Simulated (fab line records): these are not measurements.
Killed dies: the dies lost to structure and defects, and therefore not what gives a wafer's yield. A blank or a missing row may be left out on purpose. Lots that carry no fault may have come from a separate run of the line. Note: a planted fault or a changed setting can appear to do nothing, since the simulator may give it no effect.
Matching of chambers + flow n5Finfet + rieDiel-03 running N5_MOL_CONTACT_COAG_ETCH_65: 4 sister chambers
The step etches underlayer in N2/H2, target depth 13 nm, time 10.4 s. 8 wafers are shown with their chamber, then 7 later ones without.

== WAFERS WITH THEIR CHAMBER ==
| wafer  | chamber | drypumpMotorCurrentA (A) | showerheadPlenumPTorr (Torr) |
|--------|---------|--------------------------|------------------------------|
| L078.6 | 3       | 5.9                      | 2.62                         |
| L080.1 | 0       | 5.4                      | 2.67                         |
| L080.4 | 2       | 5.2                      | 2.53                         |
| L083.1 | 3       | 5.9                      | 2.61                         |
| L083.2 | 0       | 5.3                      | 2.66                         |
| L083.4 | 1       | 5.4                      | 2.56                         |
| L091.2 | 2       | 5.2                      | 2.52                         |
| L091.3 | 1       | 5.4                      | 2.55                         |

== WAFERS MISSING THEIR CHAMBER ==
| wafer  | drypumpMotorCurrentA (A) | showerheadPlenumPTorr (Torr) |
|--------|--------------------------|------------------------------|
| L091.4 | 5.4                      | 2.55                         |
| L092.1 | 5.9                      | 2.61                         |
| L092.2 | 5.3                      | 2.66                         |
| L092.5 | 5.2                      | 2.52                         |
| L094.2 | 5.3                      | 2.65                         |
| L094.5 | 5.9                      | 2.61                         |
| L094.6 | 5.2                      | 2.51                         |

== WHICH CHAMBER EACH WENT THROUGH ==
| wafer  | from the rows above | in truth |
|--------|---------------------|----------|
| L091.4 | 1                   | 1        |
| L092.1 | 3                   | 3        |
| L092.2 | 0                   | 0        |
| L092.5 | 2                   | 2        |
| L094.2 | 0                   | 0        |
| L094.5 | 3                   | 3        |
| L094.6 | 2                   | 2        |
Correctly placed: 7 of 7. Not placeable from these rows: 0. 0 placed wrongly.
How it was worked out, from the rows above alone: a wafer's distance from a chamber is the root of the sum, over the readings, of the square of ((its reading less the chamber's mean) divided by the reading's scatter). If the next closest chamber is less than 2 further off than the closest, the wafer can't be placed; otherwise it belongs to the closest. For every chamber, the mean is computed from those of its wafers that are shown. The scatter: the root of (the sum of the squares of (reading less its chamber's mean) over the shown wafers, divided by (wafers less chambers)).
